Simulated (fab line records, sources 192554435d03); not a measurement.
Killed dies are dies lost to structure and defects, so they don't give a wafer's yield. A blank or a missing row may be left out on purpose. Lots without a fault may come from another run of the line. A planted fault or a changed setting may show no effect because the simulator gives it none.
Which tool did it? | flow n5_finfet | 11 lots, 33 wafers sampled, at 5 steps of a route of 1938

WHAT THE GAUGES READ, wafer by wafer
N5_BEOL_M4_RC_MEAS_101.
lot  | measured     | on        | DIBL_N (mV/V)
L266 | day 9 05:26  | prober-01 | 35.0 38.3 39.0
L268 | day 11 04:26 | prober-02 | 32.7 35.9 36.7
L278 | day 13 08:44 | prober-02 | 33.4 36.1 36.1
L277 | day 13 12:22 | prober-02 | 35.6 37.3 38.7
L280 | day 13 22:02 | prober-02 | 35.8 36.9 35.5
L281 | day 14 04:01 | prober-01 | 35.8 34.4 33.4
L282 | day 14 18:20 | prober-01 | 34.8 32.6 35.5
L284 | day 15 04:00 | prober-01 | 35.2 33.8 36.6
L285 | day 15 06:22 | prober-01 | 35.8 36.0 39.1
L287 | day 15 08:19 | prober-01 | 36.7 37.2 36.0
L288 | day 15 11:02 | prober-02 | 36.1 35.9 37.9

WHICH TOOL RAN EACH LOT (tool, then ch and the chambers of the sampled wafers, then the start)
lot  | N5_BEOL_M4_DEGAS_44          | N5_BEOL_M4_SPUTTER_79        | N5_BEOL_M4_ANNEAL_95         | N5_BEOL_M4_PRE_CLEAN_60
L266 | pvd_sputter-03, day 9 02:01  | pvd_sputter-03, day 9 02:48  | pvd_sputter-03, day 9 04:12  | cvd_co-01 ch 1,2, day 9 05:10
L268 | pvd_sputter-02, day 10 22:43 | pvd_sputter-02, day 11 01:20 | pvd_sputter-02, day 11 02:44 | cvd_co-01 ch 0,1,2, day 11 03:43
L278 | pvd_sputter-03, day 13 03:44 | pvd_sputter-02, day 13 05:49 | pvd_sputter-02, day 13 07:13 | cvd_co-02 ch 0,1, day 13 08:28
L277 | pvd_sputter-01, day 13 08:11 | pvd_sputter-01, day 13 09:23 | pvd_sputter-01, day 13 10:47 | cvd_co-01 ch 1,2, day 13 11:56
L280 | pvd_sputter-02, day 13 18:11 | pvd_sputter-02, day 13 19:10 | pvd_sputter-02, day 13 20:34 | cvd_co-02 ch 0,1, day 13 21:37
L281 | pvd_sputter-02, day 13 22:40 | pvd_sputter-01, day 14 01:10 | pvd_sputter-01, day 14 02:34 | cvd_co-02 ch 1,2, day 14 03:31
L282 | pvd_sputter-01, day 14 14:04 | pvd_sputter-01, day 14 15:01 | pvd_sputter-01, day 14 16:25 | cvd_co-02 ch 1,2, day 14 17:51
L284 | pvd_sputter-02, day 14 23:58 | pvd_sputter-02, day 15 00:58 | pvd_sputter-02, day 15 02:22 | cvd_co-01 ch 1,2, day 15 03:34
L285 | pvd_sputter-03, day 15 02:52 | pvd_sputter-01, day 15 03:40 | pvd_sputter-01, day 15 05:04 | cvd_co-02 ch 0,2, day 15 06:02
L287 | pvd_sputter-01, day 15 03:05 | pvd_sputter-01, day 15 05:31 | pvd_sputter-01, day 15 06:55 | cvd_co-01 ch 0,1, day 15 07:53
L288 | pvd_sputter-02, day 15 07:29 | pvd_sputter-02, day 15 08:24 | pvd_sputter-02, day 15 09:48 | cvd_co-01 ch 0,2, day 15 10:46
- N5_BEOL_M4_DEGAS_44: time 60 s.
- N5_BEOL_M4_SPUTTER_79: material Cu, target thk 4.5 nm, time 8.29 s.
- N5_BEOL_M4_ANNEAL_95: time 240 s.
- N5_BEOL_M4_PRE_CLEAN_60: time 15 s.

THE ANSWER, worked out from the rows above alone
Rule: what is usual is taken from the lots themselves. Put in order of their means at a reading, lots are off if they are a third of the lots or fewer, leave a main group of 4 or more, and stand apart from it by a gap of 3 or more times the standard deviation of the main group's means; of several such gaps the widest counts. A main group whose means are all the same, to the digits that the tables above print for the reading, isn't used. A lot without any number at a reading at which 4 lots or more have one is off too. The other lots that the step has rows for count as sound.
No lot is off at any reading shown: from this, nothing can be told.

WHAT THE SIMULATOR HAD PUT IN
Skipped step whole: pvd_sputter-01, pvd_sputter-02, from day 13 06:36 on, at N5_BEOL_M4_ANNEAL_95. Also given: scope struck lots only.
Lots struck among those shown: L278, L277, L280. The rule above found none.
